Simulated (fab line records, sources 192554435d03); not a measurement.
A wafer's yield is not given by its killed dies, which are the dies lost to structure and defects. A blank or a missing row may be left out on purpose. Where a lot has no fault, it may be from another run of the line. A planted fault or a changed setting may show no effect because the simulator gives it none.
A struck lot beside a sound one ; flow n5Finfet ; 25 out of 1938 route steps
Sound: these wafers, L760.4, L760.5, L760.6. The struck wafers were L751.1, L751.2, L751.3. The cause is named last.
At each step with rows: each side's tool, then ch and its chambers, then its first start. Under that, the readings that differ: sound wafers ; struck wafers ; difference of the means ; sigmas: that difference in standard deviations of wafers without a fault.
alike: words and numbers the same on both sides, and readings whose means are apart by under 2 such deviations; not compared: readings that were withheld, readings missing a value for some wafer, numbers with overlapping values and no deviation given by the record, and bounds like >300 which may hide the same value.
A row with sigmas, a row that says differs or no value, or rows on one side alone: a step with any of these is where the two part. Numbers that don't overlap but have no deviation are shown without sigmas and don't part them. A reading that every wafer of one side lacks parts them only if that side has two wafers or more.

first, 9 steps without rows for these wafers: N5_MOL_CONTACT_COAG_EBR_80; N5_MOL_CONTACT_COAG_SOFTBAKE_79 (time 60 s); N5_MOL_CONTACT_COAG_EXPOSE_81 (exposes mask VG, defocus 0 nm); N5_MOL_CONTACT_COAG_PEB_82 (peb time 60 s); N5_MOL_CONTACT_COAG_DEVELOP_83 (develop time 30 s); N5_MOL_CONTACT_COAG_DESCUM_88 (chemistry O2, time 7 s); N5_MOL_CONTACT_COAG_ETCH_89 (etches underlayer in N2/H2, target depth 13 nm, time 10.4 s); N5_MOL_CONTACT_COAG_ETCH_90 (etches SiARC in CF4, target depth 13 nm, time 21.7 s); N5_MOL_CONTACT_COAG_ALD_131 (deposits SiO2, target thk 5 nm, pulse time 1 s, co reactant pulse time 1 s).
N5_MOL_CONTACT_COAG_ETCHBACK_132: etches SiO2 in CHF3, target depth 10 nm, time 6.7 s.
  sound on rieDiel-04 ch 0,2,3, day 10 03:38; struck on rieDiel-04 ch 0,1,2, day 8 05:27
  no value came back on the struck wafers for any of 7 readings (CHF3_flow_sccm (sccm), biasW (W) and others); on the sound wafers CHF3_flow_sccm (sccm) reads 50.22 49.80 49.85
reading;sound;struck;difference;sigmas
model.CAR-EUV_of_MOL_CONTACT_COAG_COAT_78.thkNm (nm);15.6 15 15.6;16.8 17.2 16.8;+1.5;
  not compared: rfHoursCounterH
N5_MOL_CONTACT_COAG_ETCH_91: etches SOC in N2/H2, target depth 60 nm, overetch 21 nm, time 101.2 s.
  sound on rieDiel-04 ch 0,2,3, day 10 03:41; struck on rieDiel-04 ch 0,1,2, day 8 05:29
reading;sound;struck;difference;sigmas
oesProductAu (a.u.);0.75 0.70 0.57;0.26 0.26 0.32;-0.39;-5
rfHoursCounterH (h);- - -;223 238 47;no value on the sound wafers;
  alike: drypumpMotorCurrentA, rfVppV, showerheadPlenumPTorr, throttleValvePct
then, 6 steps without rows for these wafers: N5_MOL_CONTACT_COAG_STRIP_92 (strips in N2/H2); N5_MOL_CONTACT_COAG_STRIP_93 (strips in N2/H2); N5_MOL_CONTACT_COAG_ETCHBACK_135 (etches SiO2 in CHF3, target depth 25 nm, time 16.7 s); N5_MOL_CONTACT_COAG_STRIP_118 (strips in CHF3); N5_MOL_CONTACT_COAG_VIA_ETCH_46 (etches SiO2 in C4F6/O2, target depth 46 nm, overetch 9.2 nm, time 40 s); N5_MOL_CONTACT_COAG_STRIP_96 (strips in N2/H2).
N5_MOL_CONTACT_COAG_ETCH_47: etches SiNx in CH3F/O2, stops on W, target depth 27 nm.
  sound on rieDiel-04 ch 0,2,3, day 10 03:55; struck on rieDiel-04 ch 0,1,2, day 8 05:43
reading;sound;struck;difference;sigmas
etchRfOnTimeS (s);31.4 30.9 32.0;50.8 50.8 50.8;+19.4;+24
oesProductAu (a.u.);0.80 0.75 0.60;0.26 0.26 0.33;-0.43;-5
rfHoursCounterH (h);- - -;223 238 47;no value on the sound wafers;
model.etch.overEtchS (s);5.231 5.158 5.334;0 0 0;-5;
  alike: drypumpMotorCurrentA, rfVppV, showerheadPlenumPTorr, throttleValvePct
then, 3 steps without rows for these wafers: N5_MOL_CONTACT_COAG_STRIP_119 (strips in N2/H2, time 30 s); N5_MOL_CONTACT_COAG_PRECLEAN_144 (cleans in alkaline clean, time 60 s); N5_MOL_CONTACT_COAG_SRD_145 (time 30 s).
N5_MOL_CONTACT_COAG_CD_MEAS_137 targets a cd of 16 nm.
  struck on cdSem-02, day 8 06:00; sound on cdSem-01, day 10 04:07
reading;sound;struck;difference;sigmas
cdNm (nm);16.1 14.9 15.4;- - -;no value on the struck wafers;
then, 1 step without rows for these wafers: N5_MOL_CONTACT_COAG_COAT_62 (time 60 s, resist thk 60 nm).
N5_BEOL_M4_RC_MEAS_101:
  the record has rows for the sound wafers here (prober-02 ch 0, day 13 09:57) and none for the struck ones
-- the record jumps here: 8 days lie between the struck wafers' starts before and after (it left off in module BEOL_M4 and takes up again in module PASSIVATION, whose first step shown is number 1936 of the route) --
N5_PASSIVATION_PROBE_49:
  only the struck wafers here have rows in the record (prober-02, day 15 22:28); the sound ones have none

== WHERE THEY PART ==
First at N5_MOL_CONTACT_COAG_ETCHBACK_132; last, within this record, at N5_PASSIVATION_PROBE_49.

WHY: the cause the simulator had injected
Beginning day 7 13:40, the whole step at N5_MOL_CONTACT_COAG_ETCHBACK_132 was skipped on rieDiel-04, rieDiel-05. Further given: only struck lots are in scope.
